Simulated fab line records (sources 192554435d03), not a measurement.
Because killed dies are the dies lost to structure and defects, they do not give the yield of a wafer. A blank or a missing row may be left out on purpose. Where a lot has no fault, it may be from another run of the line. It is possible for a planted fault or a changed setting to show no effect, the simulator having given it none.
Chamber matching / flow n5-finfet / rie-diel-01 running N5_BEOL_M0_SAQP_ETCH_73: 4 sister chambers
The step etches SiARC in CF4, target depth 19.5 nm, time 32.5 s. 14 wafers are shown with their chamber, then 7 later ones without.

WAFERS, EACH WITH ITS CHAMBER
wafer=L074.2; chamber=2; drypump-motor-current-A (A)=5.67; showerhead-plenum-p-Torr (Torr)=2.20; etch-rf-on-time-s (s)=31.9
wafer=L074.3; chamber=1; drypump-motor-current-A (A)=6.09; showerhead-plenum-p-Torr (Torr)=2.17; etch-rf-on-time-s (s)=32.7
wafer=L074.5; chamber=2; drypump-motor-current-A (A)=5.66; showerhead-plenum-p-Torr (Torr)=2.20; etch-rf-on-time-s (s)=32.2
wafer=L076.1; chamber=1; drypump-motor-current-A (A)=6.09; showerhead-plenum-p-Torr (Torr)=2.17; etch-rf-on-time-s (s)=32.9
wafer=L076.5; chamber=2; drypump-motor-current-A (A)=5.66; showerhead-plenum-p-Torr (Torr)=2.20; etch-rf-on-time-s (s)=31.8
wafer=L076.6; chamber=3; drypump-motor-current-A (A)=5.86; showerhead-plenum-p-Torr (Torr)=2.21; etch-rf-on-time-s (s)=31.4
wafer=L077.1; chamber=0; drypump-motor-current-A (A)=5.69; showerhead-plenum-p-Torr (Torr)=2.09; etch-rf-on-time-s (s)=32.9
wafer=L077.2; chamber=1; drypump-motor-current-A (A)=6.09; showerhead-plenum-p-Torr (Torr)=2.17; etch-rf-on-time-s (s)=32.8
wafer=L077.5; chamber=0; drypump-motor-current-A (A)=5.69; showerhead-plenum-p-Torr (Torr)=2.09; etch-rf-on-time-s (s)=32.4
wafer=L078.2; chamber=0; drypump-motor-current-A (A)=5.67; showerhead-plenum-p-Torr (Torr)=2.09; etch-rf-on-time-s (s)=32.6
wafer=L078.3; chamber=1; drypump-motor-current-A (A)=6.11; showerhead-plenum-p-Torr (Torr)=2.17; etch-rf-on-time-s (s)=33.2
wafer=L078.6; chamber=1; drypump-motor-current-A (A)=6.10; showerhead-plenum-p-Torr (Torr)=2.17; etch-rf-on-time-s (s)=33.0
wafer=L086.1; chamber=2; drypump-motor-current-A (A)=5.65; showerhead-plenum-p-Torr (Torr)=2.19; etch-rf-on-time-s (s)=32.3
wafer=L086.2; chamber=3; drypump-motor-current-A (A)=5.85; showerhead-plenum-p-Torr (Torr)=2.20; etch-rf-on-time-s (s)=31.2

SIGNATURES (means of the wafers above)
reading=drypump-motor-current-A; chamber 0=5.6833; chamber 1=6.0960; chamber 2=5.6600; chamber 3=5.8550; scatter within a chamber=0.00915
reading=showerhead-plenum-p-Torr; chamber 0=2.0900; chamber 1=2.1700; chamber 2=2.1975; chamber 3=2.2050; scatter within a chamber=0.00354
reading=etch-rf-on-time-s; chamber 0=32.633; chamber 1=32.920; chamber 2=32.050; chamber 3=31.300; scatter within a chamber=0.216
Rule: distance of a wafer from a chamber = root of the sum over the readings of ((wafer's reading minus chamber's mean) / reading's scatter) squared. The wafer belongs to the nearest chamber; if the next one is less than 2 further off, it can't be placed. The scatter: the root of (the sum of the squares of (reading less its chamber's mean) over the shown wafers, divided by (wafers less chambers)).

WAFERS MISSING THEIR CHAMBER
wafer=L086.4; drypump-motor-current-A (A)=6.14; showerhead-plenum-p-Torr (Torr)=2.16; etch-rf-on-time-s (s)=32.7
wafer=L088.1; drypump-motor-current-A (A)=5.66; showerhead-plenum-p-Torr (Torr)=2.19; etch-rf-on-time-s (s)=32.7
wafer=L088.2; drypump-motor-current-A (A)=6.13; showerhead-plenum-p-Torr (Torr)=2.16; etch-rf-on-time-s (s)=32.9
wafer=L088.4; drypump-motor-current-A (A)=5.70; showerhead-plenum-p-Torr (Torr)=2.08; etch-rf-on-time-s (s)=32.8
wafer=L090.1; drypump-motor-current-A (A)=6.11; showerhead-plenum-p-Torr (Torr)=2.16; etch-rf-on-time-s (s)=32.9
wafer=L090.2; drypump-motor-current-A (A)=5.66; showerhead-plenum-p-Torr (Torr)=2.19; etch-rf-on-time-s (s)=32.2
wafer=L090.4; drypump-motor-current-A (A)=5.85; showerhead-plenum-p-Torr (Torr)=2.20; etch-rf-on-time-s (s)=31.2

WHICH CHAMBER EACH ONE RAN IN
wafer=L086.4; from the rows above=1; in truth=1
wafer=L088.1; from the rows above=2; in truth=2
wafer=L088.2; from the rows above=1; in truth=1
wafer=L088.4; from the rows above=0; in truth=0
wafer=L090.1; from the rows above=1; in truth=1
wafer=L090.2; from the rows above=2; in truth=2
wafer=L090.4; from the rows above=3; in truth=3
Correctly placed: 7 of 7. Left unplaced by these rows: 0. Wrongly placed: 0.
